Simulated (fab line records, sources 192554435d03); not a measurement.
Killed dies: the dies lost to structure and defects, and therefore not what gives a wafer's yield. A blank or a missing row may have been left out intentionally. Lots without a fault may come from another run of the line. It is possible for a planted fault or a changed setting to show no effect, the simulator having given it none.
Comparing a struck lot with a sound one	flow n5-finfet	15 out of 1938 route steps
Sound: these wafers, L218.2, L218.4, L218.5. Wafers struck: L213.4, L213.5, L213.6. At the end, the cause is stated.
Order at every step that has rows: each side's tool, ch and its chambers, its first start. Under that, the readings that differ: sound wafers	struck wafers	difference of the means	sigmas: that difference in standard deviations of wafers without a fault.
alike: readings whose means differ by less than 2 such deviations, and words and numbers that are the same on both sides. not compared: withheld readings, readings that some wafer has no value for, bounds like >300 that may hide the same value, and numbers for which the record gives no deviation and whose values overlap.
Wherever a step has rows on one side only, a row that says differs or no value, or a row with sigmas, the two part there. Non-overlapping numbers with no deviation appear without sigmas and do not part them. A reading missing from all wafers of one side parts the sides only when that side holds two or more wafers.

N5_BEOL_M7_VIA_ETCH_34: etches SiCOH lowk in C4F6/O2, target depth 125.5 nm, time 50.5 s.
  sound on rie-diel-02 ch 1,3, day 13 19:08; struck on rie-diel-06 ch 2,3, day 12 03:55
  alike: chamber-pressure-mTorr, drypump-motor-current-A, oes_f_703_au, oes-product-au, rf-fwd-power-W, rf-vpp-V, showerhead-plenum-p-Torr, throttle-valve-pct
  not compared: rf-hours-counter-h
then, 2 steps without rows for these wafers: N5_BEOL_M7_STRIP_76 (strips in C4F6/O2); N5_BEOL_M7_STRIP_36 (strips in N2/H2).
N5_BEOL_M7_TRENCH_ETCH_37: etches SiCOH lowk in C4F6/O2, target depth 93.478 nm, time 31.2 s.
  sound on rie-diel-02 ch 1,3; struck on rie-diel-06 ch 2,3
  alike: chamber-pressure-mTorr, drypump-motor-current-A, oes_f_703_au, oes-product-au, rf-fwd-power-W, rf-vpp-V, showerhead-plenum-p-Torr, throttle-valve-pct
  not compared: rf-hours-counter-h
N5_BEOL_M7_ETCH_41: etches SiCN in CH3F/O2, target depth 31.9 nm, time 57.8 s.
  sound on rie-diel-02 ch 1,3; struck on rie-diel-06 ch 2,3
  alike: chamber-pressure-mTorr, drypump-motor-current-A, oes-product-au, rf-fwd-power-W, rf-vpp-V, showerhead-plenum-p-Torr, throttle-valve-pct
  not compared: rf-hours-counter-h
N5_BEOL_M7_STRIP_80: strips in N2/H2, time 10 s.
  sound on rie-diel-02 ch 1,3; struck on rie-diel-06 ch 2,3
  alike: chamber-pressure-mTorr, drypump-motor-current-A, oes-product-au, rf-vpp-V, showerhead-plenum-p-Torr, throttle-valve-pct
  not compared: rf-hours-counter-h
N5_BEOL_M7_OCD_MEAS_38:
  sound on ocd-01 at day 13 19:23; struck on ocd-01 at day 12 04:10
  alike: trench-depth-nm
then, 4 steps without rows for these wafers: N5_BEOL_M7_HM_STRIP_39 (strips TiN in peroxide tin strip, target depth 25 nm, time 158 s); N5_BEOL_M7_SRD_40 (time 30 s); N5_BEOL_M7_PRECLEAN_42 (cleans in residue remover, time 60 s); N5_BEOL_M7_SRD_43 (time 30 s).
N5_BEOL_M7_CD_MEAS_35: the cd target is 40 nm.
  sound on cd-sem-01 at day 13 19:32; struck on cd-sem-03 at day 12 04:20
  alike: cd-nm
N5_BEOL_M7_CURE_75: cures SiCOH lowk, time 120 s.
  sound on uv-cure-02 ch 2, day 13 19:37; struck on uv-cure-02 ch 1, day 12 04:33
  no value came back on the struck wafers for lamp-power-pct (%), run-length-s (s), time-s (s), wafer_temp_C_max; on the sound wafers lamp-power-pct (%) reads 52.31 52.36 52.21
N5_BEOL_M7_DEGAS_44: time 60 s.
  sound on pvd-sputter-01 at day 13 21:25; struck on pvd-sputter-01 at day 12 05:05
  alike: heater-power-w
N5_PASSIVATION_PROBE_49:
  sound wafers here have rows in the record (prober-02, day 17 07:07); struck ones have none

== WHERE THEY PART ==
At N5_BEOL_M7_CURE_75 first; at N5_PASSIVATION_PROBE_49 last (within this record only).

WHY: the cause the simulator had injected
Entire step skipped (uv-cure-02, N5_BEOL_M7_CURE_75), from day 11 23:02 onward. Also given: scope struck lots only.
